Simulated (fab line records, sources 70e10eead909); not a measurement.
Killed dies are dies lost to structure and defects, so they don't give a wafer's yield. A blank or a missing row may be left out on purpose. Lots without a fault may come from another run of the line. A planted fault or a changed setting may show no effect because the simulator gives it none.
fab line records | flow nand_harc
record lots=5 wafers=15 last_day=31
route steps=1302 shown A_BLC@1135 A_M0@1137 END@1302
lots that met no fault: from a run of the same line without faults
start_h: hours from the record's first day to the start of the lot's first wafer shown | wait_h: hours since the lot's step before | " the same as in the row above | L1.1+2: a row that stands for several wafers | - no value, or no start given | * or withheld: withheld | < > ~ a bound
route shown NAME@n: a module of which the file shows steps, and the number in the route of the first | usual: mean/standard deviation of fault-free wafers | same: alike in all rows | chamber/n: place in a boat | sites: the reading at each site | _std_site: their standard deviation | _edge_site: outer sites' mean less inner sites' | radius_mm: how far each site lies from the wafer's centre | mask NAME#n: copy n | behind: the tool/chamber that last shaped the wafer | hold: why the lot was held/for how many hours/how that ended | device: the transistor (n, p or np) that didn't switch | end of line: the same wafers' tests at the end of the route | a step without rows: its recipe alone | killed: dies lost to structure and defects at the first sort, not the wafer's yield | map: a wafer's dies, x killed, . not, _ none there
set.NAME: the setting as run; set.NAME@STEP: as run at that earlier step | model.NAME: the simulator's own value behind a step, which no gauge read
lots at some steps of the route; a table a step, a row a wafer
services: from which hour (start_h, from the record's first day; less than 0 if before it) a tool's chamber was out of use, for how many hours, and why
## steps
# step NHARC_A_BLC_SRD_27
# step NHARC_A_BLC_INSPECT_28
# usual raw_defect_count=514/100
# columns lot.wafer tool chamber start_h wait_h raw_defect_count
L410.1 defect_inspect-01 - 589.95 0.1 569
L410.3 " - " " 522
L410.6 " - " " 587
L411.2 defect_inspect-02 - 593.96 0.1 573
L411.5 " - " " 638
L411.6 " - " " 455
L413.1 defect_inspect-02 - 644.46 0.1 445
L413.2 " - " " 483
L413.6 " - " " 472
L412.1 defect_inspect-01 - 650.45 0.1 592
L412.5 " - " " 700
L412.6 " - " " 567
L420.2 defect_inspect-01 - 694.22 0.1 390
L420.4 " - " " 560
L420.6 " - " " 529
# step NHARC_A_M0_DEP_00
# recipe target_thk_a=1500 target_thk_nm=150 temp_c=withheld pressure_torr=5 flow_sccm=200 rf_w=600 material=SiOC
# step NHARC_A_M0_DEHYDRATE_01
# recipe temp_c=150 time_s=120
# step NHARC_A_M0_HMDS_02
# recipe time_s=30
# step NHARC_A_M0_COAT_33
# recipe temp_c=200 time_s=65
# step NHARC_A_M0_COAT_03
# recipe spin_rpm=1500 resist_thk_nm=90
# step NHARC_A_M0_SOFTBAKE_04
# recipe temp_c=105 time_s=55
# step NHARC_A_M0_EBR_05
# step NHARC_A_M0_EXPOSE_06
# recipe na=1.35 target_cd_nm=80 dose_mj=83.25 mask_id=A_M0
# step NHARC_A_M0_PEB_07
# recipe peb_temp_c=100 peb_time_s=65
# step NHARC_A_M0_DEVELOP_08
# recipe develop_time_s=35 dev_temp_c=23
# usual chill_plate_temp_C=23.02/0.1
# columns lot.wafer tool chamber start_h wait_h chill_plate_temp_C
L410.1 litho_track-01 0 590 - 22.98
L410.3 " 0 " " 22.87
L410.6 " 0 " " 22.87
L411.2 litho_track-04 0 594 - 23.03
L411.5 " 0 " " 22.93
L411.6 " 0 " " 22.98
L413.1 litho_track-06 0 645 - 23.15
L413.2 " 0 " " 23.06
L413.6 " 0 " " 23.08
L412.1 litho_track-01 0 651 - 22.80
L412.5 " 0 " " 23.00
L412.6 " 0 " " 22.95
L420.2 litho_track-04 0 695 - 22.88
L420.4 " 0 " " 22.95
L420.6 " 0 " " 23.02
# step NHARC_A_M0_CD_MEAS_09
# recipe target_cd_nm=80 landing_energy_ev=500
# usual cd_nm=79.7/0.6
# columns lot.wafer tool chamber start_h wait_h cd_nm
L410.1 cd_sem-03 0 590.74 - 80.4
L410.3 " 0 " " 80.2
L410.6 " 0 " " 79.4
L411.2 cd_sem-02 0 594.87 - 79.4
L411.5 " 0 " " 78.3
L411.6 " 0 " " 78.3
L413.1 cd_sem-01 0 645.49 - 80.6
L413.2 " 0 " " 80.0
L413.6 " 0 " " 79.1
L412.1 cd_sem-01 0 651.59 - 80.2
L412.5 " 0 " " 79.8
L412.6 " 0 " " 80.1
L420.2 cd_sem-01 0 695.13 - 77.8
L420.4 " 0 " " 80.0
L420.6 " 0 " " 79.6
# step NHARC_A_M0_OVL_MEAS_10
# recipe pitch_nm=160
# usual overlay_x_nm=0.3/0.76 overlay_y_nm=0.0/0.65
# columns lot.wafer tool chamber start_h wait_h overlay_x_nm overlay_y_nm
L410.1 overlay-02 - 590.83 - -1.1 0.9
L410.3 " - " " -1.0 0.8
L410.6 " - " " -0.5 1.0
L411.2 overlay-02 - 594.95 - -0.1 0.7
L411.5 " - " " -0.1 0.4
L411.6 " - " " -0.1 0.1
L413.1 overlay-02 - 645.58 - -0.4 -0.5
L413.2 " - " " -0.5 0.0
L413.6 " - " " 0.0 0.1
L412.1 overlay-01 - 651.68 - -0.1 -0.9
L412.5 " - " " -0.3 -0.9
L412.6 " - " " -0.8 -0.7
L420.2 overlay-01 - 695.21 - 0.7 -0.6
L420.4 " - " " 0.8 -0.5
L420.6 " - " " 0.3 -0.7
# step NHARC_A_M0_INSPECT_11
# usual raw_defect_count=82/34
# columns lot.wafer tool chamber start_h wait_h raw_defect_count
L410.1 defect_inspect-01 - 590.87 0.0 122
L410.3 " - " " 114
L410.6 " - " " 125
L411.2 defect_inspect-02 - 594.99 0.0 170
L411.5 " - " " 162
L411.6 " - " " 182
L413.1 defect_inspect-02 - 645.62 0.0 64
L413.2 " - " " 66
L413.6 " - " " 70
L412.1 defect_inspect-01 - 651.71 0.0 105
L412.5 " - " " 85
L412.6 " - " " 98
L420.2 defect_inspect-01 - 695.25 0.0 93
L420.4 " - " " 126
L420.6 " - " " 104
# step NHARC_A_M0_DESCUM_14
# recipe time_s=3 o2_flow_sccm=200 ar_flow_sccm=0 bias_power_w=0 chemistry=O2
# usual drypump_motor_current_A=5.7/0.46 oes_product_au=0.996/0.01 rf_vpp_V=57.9/0.88 showerhead_plenum_p_Torr=1.93/0.086 throttle_valve_pct=11.312/0.0095
# columns lot.wafer tool chamber start_h wait_h drypump_motor_current_A oes_product_au rf_hours_counter_h rf_vpp_V showerhead_plenum_p_Torr throttle_valve_pct model.A_M0.cd_nm
L410.3 rie_diel-12 2 590.93 0.1 5.8 1.011 4.8 59.2 1.98 11.308 80.27
L410.1 " 0 " " 4.9 1.025 6.1 57.6 1.79 11.312 80.54
L410.6 " 3 " " 6.1 1.009 - 57.4 2.04 11.309 78.94
L411.2 rie_diel-01 2 595.06 0.1 6.0 0.987 0.7 58.0 2.00 11.319 79.53
L411.6 " 1 " " 5.3 0.995 - 56.5 1.83 11.294 78.9
L411.5 " 2 " " 6.0 0.999 - 58.1 2.00 11.328 77.69
L413.2 rie_diel-12 2 645.70 0.1 5.8 0.989 0.5 58.7 1.98 11.316 80.18
L413.1 " 3 " " 6.0 1.011 0.4 58.2 2.04 11.316 80.59
L413.6 " 0 " " 4.8 0.996 - 57.6 1.79 11.316 79.7
L412.1 rie_diel-01 3 651.78 0.1 6.2 0.988 6.2 58.4 1.96 11.303 80.36
L412.6 " 3 " " 6.2 0.993 - 57.3 1.96 11.330 80.29
L412.5 " 0 " " 5.2 0.989 - 58.2 1.86 11.308 78.99
L420.4 rie_diel-12 3 695.32 0.1 6.1 0.984 3.4 57.7 2.04 11.301 79.52
L420.2 " 0 " " 4.8 0.971 4.1 57.3 1.79 11.318 77.96
L420.6 " 2 " " 5.8 0.982 - 57.7 1.97 11.312 79.75
# step NHARC_A_M0_ETCH_34
# recipe target_depth_a=400 overetch_a=120 time_s=43.94 ion_energy_ev=200 n2_flow_sccm=150 h2_flow_sccm=150 ar_flow_sccm=0 rf_w=400 bias_w=150 chemistry=N2/H2
# usual drypump_motor_current_A=5.6/0.48 h2_flow_sccm=150.0/0.47 n2_flow_sccm=150.0/0.45 oes_product_au=0.998/0.0097 rf_fwd_power_W=395.2/1.9 rf_vpp_V=430.9/2.7 showerhead_plenum_p_Torr=2.05/0.094 throttle_valve_pct=14.171/0.0091
# columns lot.wafer tool chamber start_h wait_h drypump_motor_current_A h2_flow_sccm n2_flow_sccm oes_product_au rf_fwd_power_W rf_hours_counter_h rf_vpp_V showerhead_plenum_p_Torr throttle_valve_pct
L410.3 rie_diel-12 0 591.01 0.1 4.8 149.7 150.4 1.013 396.1 6.1 424.7 1.90 14.161
L410.1 " 1 " " 5.4 149.9 150.4 1.018 393.3 6.0 432.0 2.07 14.178
L410.6 " 0 " " 4.8 149.7 150.4 1.019 397.1 - 427.4 1.90 14.183
L411.2 rie_diel-01 1 595.16 0.1 5.3 150.0 150.2 1.004 395.0 0.6 427.9 1.95 14.169
L411.6 " 0 " " 5.2 149.5 150.2 0.994 396.5 - 429.0 1.98 14.167
L411.5 " 2 " " 6.0 150.0 149.8 1.001 395.5 - 432.6 2.14 14.158
L413.2 rie_diel-12 0 645.78 0.1 4.9 150.5 149.7 0.994 398.7 0.6 427.9 1.90 14.144
L413.1 " 1 " " 5.4 149.9 149.5 1.015 393.0 0.7 431.1 2.07 14.174
L413.6 " 3 " " 6.1 148.9 150.6 1.007 393.8 - 433.7 2.18 14.169
L412.1 rie_diel-01 3 651.89 0.1 6.3 149.0 150.2 0.994 393.4 6.2 433.2 2.09 14.180
L412.5 " 2 " " 6.0 150.7 150.0 0.997 397.8 - 433.1 2.14 14.183
L412.6 " 3 " " 6.3 150.5 150.2 0.996 391.8 - 430.5 2.09 14.175
L420.2 rie_diel-12 1 695.40 0.1 5.4 150.5 149.1 0.993 392.6 4.2 431.9 2.06 14.166
L420.4 " 2 " " 5.9 150.1 149.9 1.008 397.3 3.5 433.3 2.11 14.181
L420.6 " 0 " " 4.8 150.0 150.1 0.983 393.6 - 426.3 1.90 14.163
# step NHARC_A_M0_ETCH_15
# recipe target_depth_a=1500 overetch_a=150 time_s=82.5 c4f8_flow_sccm=withheld ar_flow_sccm=400 rf_w=600 bias_w=300 chemistry=C4F8/Ar
# usual oes_product_au=0.946/0.022 rf_fwd_power_W=595.3/2.5 rf_vpp_V=441.2/2.9
# columns lot.wafer tool chamber start_h wait_h oes_product_au rf_fwd_power_W rf_hours_counter_h rf_vpp_V model.A_M0.cd_nm
L410.1 rie_diel-12 3 - - 0.969 597.7 6.3 444.5 81.13
L410.3 " 0 " " 0.966 597.8 6.1 436.0 80.43
L410.6 " 0 " " 0.975 596.1 - 437.9 79.45
L411.2 rie_diel-01 2 - - 0.950 600.3 0.7 443.1 80
L411.6 " 1 " " 0.954 596.4 - 438.3 78.25
L411.5 " 0 " " 0.928 596.6 - 438.7 77.24
L413.1 rie_diel-12 0 - - 0.958 595.0 0.6 437.4 80.09
L413.2 " 2 " " 0.979 594.6 0.6 444.2 80.06
L413.6 " 0 " " 0.943 594.8 - 438.7 79.77
L412.1 rie_diel-01 3 - - 0.912 592.8 6.2 442.0 80.85
L412.5 " 3 " " 0.917 595.7 - 442.8 78.8
L412.6 " 2 " " 0.961 593.0 - 443.1 80.74
L420.2 rie_diel-12 3 - - 0.960 593.8 3.4 445.3 77.42
L420.4 " 2 " " 0.956 598.3 3.5 441.3 79.02
L420.6 " 3 " " 0.955 591.0 - 444.3 79.48
# step NHARC_A_M0_CD_MEAS_16
# usual cd_nm=79.7/0.74
# columns lot.wafer tool chamber start_h wait_h cd_nm
L410.1 cd_sem-02 - 591.23 - 81.3
L410.3 " - " " 80.2
L410.6 " - " " 79.4
L411.2 cd_sem-01 - 595.40 - 79.9
L411.5 " - " " 77.3
L411.6 " - " " 78.2
L413.1 cd_sem-03 - 645.98 - 79.8
L413.2 " - " " 80.3
L413.6 " - " " 79.5
L412.1 cd_sem-01 - 652.12 - 80.9
L412.5 " - " " 79.0
L412.6 " - " " 80.7
L420.2 cd_sem-02 - 695.61 - 77.4
L420.4 " - " " 79.2
L420.6 " - " " 79.6
# step NHARC_END_SORT_01
# recipe temp_c=25
# usual defect_limited_yield=91.8/2.5 killed_at_array=51/17 killed_at_other=1.0/1.2 killed_at_periphery=3.4/2.5 killed_dies=56/17 killed_open=3.3/2.1 killed_short=2.6/1.6 sort_bin_2_pct=2.8/1.1 sort_bin_3_pct=0.6/0.34 sort_bin_4_pct=4.9/1.5 sort_n_pass=621/17 sort_rim_yield_pct=93/4 sort_yield_pct=91.8/2.5
# same gross_dies=677 sort_bin_5_pct[%]=0 sort_bin_6_pct[%]=0 sort_bin_7_pct[%]=0 sort_bin_8_pct[%]=0 sort_rim_n_gross=106.00
# columns lot.wafer tool chamber start_h wait_h defect_limited_yield[%] killed_at_array killed_at_other killed_at_periphery killed_dies killed_open killed_short sort_bin_2_pct[%] sort_bin_3_pct[%] sort_bin_4_pct[%] sort_n_pass sort_rim_yield_pct[%] sort_yield_pct[%]
L410.1 prober-02 0 629.43 2.5 89.1 72 0 2 74 2 1 4.4 0.4 6.1 603 96 89.1
L410.3 prober-02 0 631.08 3.1 88.8 74 1 1 76 1 5 4.1 0.6 6.5 601 97 88.8
L410.6 prober-02 0 633.55 4.1 87.4 81 2 2 85 2 4 4.0 1.0 7.5 592 98 87.4
L413.1 prober-01 0 696.72 2.4 92.3 47 2 3 52 0 6 3.1 0.9 3.7 625 93 92.3
L413.2 prober-01 0 697.52 2.8 95.3 26 4 2 32 2 4 1.0 0.4 3.2 645 92 95.3
L413.6 prober-01 0 700.73 4.0 95.0 33 0 1 34 1 4 1.2 0.3 3.5 643 89 95.0
L420.2 prober-02 0 738.37 2.8 92.6 48 1 1 50 5 1 2.2 0.9 4.3 627 91 92.6
L420.4 prober-02 0 739.95 3.4 90.3 64 1 1 66 3 0 3.4 0.7 5.6 611 89 90.3
L420.6 prober-02 0 741.53 3.9 88.3 74 3 2 79 5 4 3.7 0.9 7.1 598 92 88.3
# killed by level:class
L410.1 A_CHANNEL_HOLE_D1:chamber_film_flake=31 A_SLIT:chamber_film_flake=24 A_CHANNEL_HOLE_D2:chamber_film_flake=8 A_ZERO_WELL:chamber_film_flake=2 A_CONTACT:chamber_film_flake=2 A_ONON_D2:geometric_particle:open=1 A_CHANNEL_HOLE_D2:geometric_particle:open=1 A_M1:geometric_particle:short=1
L410.3 A_CHANNEL_HOLE_D1:chamber_film_flake=32 A_SLIT:chamber_film_flake=28 A_CHANNEL_HOLE_D2:chamber_film_flake=6 A_CONTACT:chamber_film_flake=3 A_ONON_D1:geometric_particle:short=2 A_CHANNEL_FILL_D2:geometric_particle:short=1 A_SGD_CUT:geometric_particle:short=1 A_BLC:geometric_particle:open=1
L410.6 A_CHANNEL_HOLE_D1:chamber_film_flake=35 A_SLIT:chamber_film_flake=22 A_CHANNEL_HOLE_D2:chamber_film_flake=11 A_CONTACT:chamber_film_flake=5 A_M0:geometric_particle:short=2 P_STI:chamber_film_flake=2 THIN_TSV:chamber_film_flake=2 A_ONON_D1:geometric_particle:open=1
L413.1 A_CHANNEL_HOLE_D1:chamber_film_flake=34 A_M0:geometric_particle:short=4 A_CHANNEL_HOLE_D2:unspecified=2 A_SLIT:chamber_film_flake=2 A_CONTACT:chamber_film_flake=2 THIN_TSV:chamber_film_flake=2 P_M0:geometric_particle:short=1 A_SGD_CUT:geometric_particle:short=1
L413.2 A_CHANNEL_HOLE_D1:chamber_film_flake=10 A_CONTACT:chamber_film_flake=6 THIN_TSV:chamber_film_flake=4 A_CHANNEL_FILL_D2:geometric_particle:short=2 A_CHANNEL_HOLE_D2:unspecified=2 P_M2:geometric_particle:short=1 A_ONON_D2:geometric_particle:open=1 A_CHANNEL_FILL_D2:geometric_particle:open=1
L413.6 A_CHANNEL_HOLE_D1:chamber_film_flake=14 A_CONTACT:chamber_film_flake=5 A_M0:geometric_particle:short=2 A_DECK1_JOINT:chamber_film_flake=2 A_CHANNEL_HOLE_D2:chamber_film_flake=2 A_ONON_D2:geometric_particle:short=1 A_CHANNEL_FILL_D2:geometric_particle:open=1 A_WL_FILL:geometric_particle:short=1
L420.2 A_CHANNEL_HOLE_D2:chamber_film_flake=17 A_CHANNEL_HOLE_D1:chamber_film_flake=11 A_CONTACT:chamber_film_flake=8 A_SLIT:chamber_film_flake=3 A_WL_FILL:chamber_film_flake=2 A_CHANNEL_FILL_D1:geometric_particle:short=1 A_CHANNEL_FILL_D1:geometric_particle:open=1 A_ONON_D2:geometric_particle:open=1
L420.4 A_CHANNEL_HOLE_D2:chamber_film_flake=26 A_CHANNEL_HOLE_D1:chamber_film_flake=12 A_CONTACT:chamber_film_flake=12 A_SLIT:chamber_film_flake=4 A_WL_FILL:chamber_film_flake=4 A_STAIRCASE:chamber_film_flake=2 P_M2:geometric_particle:open=1 A_DECK1_JOINT:geometric_particle:open=1
L420.6 A_CHANNEL_HOLE_D1:chamber_film_flake=37 A_CHANNEL_HOLE_D2:chamber_film_flake=21 A_CONTACT:chamber_film_flake=3 A_ONON_D2:geometric_particle:open=2 A_WL_FILL:geometric_particle:short=2 A_SLIT:chamber_film_flake=2 HYBRID_BOND:chamber_film_flake=2 P_M1:geometric_particle:open=1
## services
# columns tool chamber start_h hours kind
rie_diel-01 2 567.12 3.8 repair
rie_diel-01 1 568.25 6.7 repair
rie_diel-12 0 576.95 - clean
rie_diel-12 1 576.95 - clean
rie_diel-12 2 576.95 - clean
rie_diel-12 3 576.95 - clean
rie_diel-01 3 581.73 14.2 repair
rie_diel-12 0 601.45 - clean
rie_diel-12 1 601.45 - clean
rie_diel-12 2 601.45 - clean
rie_diel-12 3 601.45 - clean
rie_diel-12 - 622.40 9.0 pm
rie_diel-12 0 622.40 9.0 vent_cycle
rie_diel-12 1 622.40 9.0 vent_cycle
rie_diel-12 2 622.40 9.0 vent_cycle
rie_diel-12 3 622.40 9.0 vent_cycle
rie_diel-12 0 631.40 - clean
rie_diel-12 1 631.40 - clean
rie_diel-12 2 631.40 - clean
rie_diel-12 3 631.40 - clean
rie_diel-12 3 631.40 - consumable_replace:focus_ring
rie_diel-01 1 644.72 9.7 repair
rie_diel-12 0 655.90 - clean
litho_track-01 - 680.00 7.0 pm
## key
first_sign step=NHARC_A_M0_CD_MEAS_09 reading=cd_nm direction=down sigmas=3.1 usual=79.7 struck=77.8
effect none on later readings
model_effect step=NHARC_A_M0_DESCUM_14 value=A_M0.cd_nm without=79.36 struck=77.96
model_effect step=NHARC_A_M0_ETCH_15 value=A_M0.cd_nm without=78.82 struck=77.42
met_at NHARC_A_M0_DEVELOP_08
struck_wafers L420.2
onset_between 594 695
fault kind=process_parameter_drift tool=litho_track-04 chamber=- onset_h=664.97 steps=NHARC_A_M0_DEVELOP_08 channel=develop_time_s offset=* shape=step end_h=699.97 scope=struck_wafers_only acts_in=* stated=*
